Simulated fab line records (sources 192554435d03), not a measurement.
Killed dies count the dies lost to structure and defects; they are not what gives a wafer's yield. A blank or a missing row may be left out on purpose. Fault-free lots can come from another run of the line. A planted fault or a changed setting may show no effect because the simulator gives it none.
Split-lot experiment -- flow n5-finfet -- 7 lots, 21 wafers read, on a route of 1938 steps

## SPLIT DETAILS
At N5_BEOL_M6_EXPOSE_08 (exposes mask M6), the setting dose-mj was moved away from the recipe's 68.25 on 4 of the 21 wafers read, by -7.4% to +4.8%. The other wafers ran this setting at the recipe's value.

## FROM THE SPLIT TO THE READING: what the file shows between them, 15 steps
- N5_BEOL_M6_PEB_09: peb time 60 s
- N5_BEOL_M6_DEVELOP_10: develop time 30 s
- N5_BEOL_M6_CD_MEAS_11: target cd 38.5 nm
- N5_BEOL_M6_DESCUM_16: chemistry O2, time 7.9 s
- N5_BEOL_M6_ETCH_61: etches SiARC in CF4, target depth 45.5 nm, time 75.8 s
- N5_BEOL_M6_ETCH_62: etches SOC in N2/H2, target depth 110 nm, overetch 22 nm, time 165 s
- N5_BEOL_M6_STRIP_68: strips in N2/H2
- N5_BEOL_M6_STRIP_67: strips in CF4
- N5_BEOL_M6_HM_OPEN_17: chemistry Cl2/BCl3, target TiN, target depth 20 nm, overetch 6 nm
- N5_BEOL_M6_STRIP_19: strips in O2
- N5_BEOL_M6_CD_MEAS_18: pitch 80 nm, target cd 40 nm
- N5_BEOL_M6_COAT_63: time 60 s, resist thk 60 nm
- N5_BEOL_M6_COAT_64: time 60 s, resist thk 12 nm
- N5_BEOL_M6_PRECLEAN_42: cleans in residue remover, time 60 s
- N5_BEOL_M6_SRD_43: time 30 s

## THE READING
cd-nm, in nm, at N5_BEOL_M6_CD_MEAS_35 (target cd 40 nm, target cd y 28 nm). A value of 39.8 nm with a standard deviation of 0.75 nm is what fault-free wafers of this fab line usually give.

wafer,"tool, chamber at the split",dose-mj as run,against the recipe,"cd-nm, nm",against lot-mates on the recipe
L076.2,"arfi-scanner-03, 0",68.25,recipe,39.8,-
L076.3,"arfi-scanner-03, 0",68.25,recipe,39.3,-
L076.4,"arfi-scanner-03, 0",68.25,recipe,38.6,-
L081.1,"arfi-scanner-01, 0",68.25,recipe,40.4,-
L081.4,"arfi-scanner-01, 0",69.97,+2.5%,41.2,+1.1
L081.5,"arfi-scanner-01, 0",68.25,recipe,39.9,-
L083.1,"arfi-scanner-01, 0",68.25,recipe,39.9,-
L083.2,"arfi-scanner-01, 0",68.25,recipe,39.2,-
L083.5,"arfi-scanner-01, 0",68.25,recipe,38.8,-
L091.1,"arfi-scanner-02, 0",68.25,recipe,40.2,-
L091.3,"arfi-scanner-02, 0",71.54,+4.8%,42.3,+2.4
L091.6,"arfi-scanner-02, 0",68.25,recipe,39.6,-
L090.4,"arfi-scanner-03, 0",68.25,recipe,39.7,-
L090.5,"arfi-scanner-03, 0",68.25,recipe,40.3,-
L090.6,"arfi-scanner-03, 0",68.25,recipe,39.6,-
L093.1,"arfi-scanner-02, 0",68.25,recipe,41.4,-
L093.3,"arfi-scanner-02, 0",68.25,recipe,40.0,-
L093.6,"arfi-scanner-02, 0",68.25,recipe,40.2,-
L095.1,"arfi-scanner-03, 0",63.2,-7.4%,35.0,-4.7
L095.5,"arfi-scanner-03, 0",63.2,-7.4%,36.0,-3.7
L095.6,"arfi-scanner-03, 0",68.25,recipe,39.7,-

FIT RESULTS
A straight line over all 21 wafers: cd-nm changes by +0.568 nm for each +1% of dose-mj; r = +0.93; the points scatter about the line by 0.62 nm.
The same after taking each lot's own level away (the mean of its wafers on the recipe; 21 wafers): +0.547 nm for each +1%; r = +0.96; scatter 0.44 nm.
On that fit, the largest move of dose-mj shifts the reading by 4 nm.
Across the lots, their own levels run from 39.23 to 40.53 nm, a range of 1.7 times the standard deviation given above.
Hence the lot-to-lot level has little effect on the slope; both slopes agree.
Check: with one of the wafers moved furthest among these (-7.4%) left out of the fit, the line predicts -3.66 nm for it against its lot-mates. Against them it came out at -4.7 nm.

## THE WHOLE CHAIN: every reading that the file lists as answering this split, in the file's order
step,what it does,reading,change (the file's fit),r (the file's)
N5_BEOL_M6_CD_MEAS_11,target cd 38.5 nm,cd-nm,+0.522 nm for each +1% of the setting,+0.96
N5_BEOL_M6_ETCH_61,"etches SiARC in CF4, target depth 45.5 nm, time 75.8 s","BEOL_M6.cd-offset-nm (the simulator's own value, which no gauge read)",+0.524 nm for each +1% of the setting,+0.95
N5_BEOL_M6_ETCH_62,"etches SOC in N2/H2, target depth 110 nm, overetch 22 nm, time 165 s","BEOL_M6.cd-offset-nm (the simulator's own value, which no gauge read)",+0.484 nm for each +1% of the setting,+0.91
N5_BEOL_M6_HM_OPEN_17,"chemistry Cl2/BCl3, target TiN, target depth 20 nm, overetch 6 nm","BEOL_M6.cd-offset-nm (the simulator's own value, which no gauge read)",+0.51 nm for each +1% of the setting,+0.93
N5_BEOL_M6_CD_MEAS_18,"pitch 80 nm, target cd 40 nm",cd-nm,+0.496 nm for each +1% of the setting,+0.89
N5_BEOL_M6_CD_MEAS_35,"target cd 40 nm, target cd y 28 nm",cd-nm,+0.539 nm for each +1% of the setting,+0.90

## FILE'S OWN FIT
cd-nm changes by +0.539 nm for each +1% of dose-mj, r = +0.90.
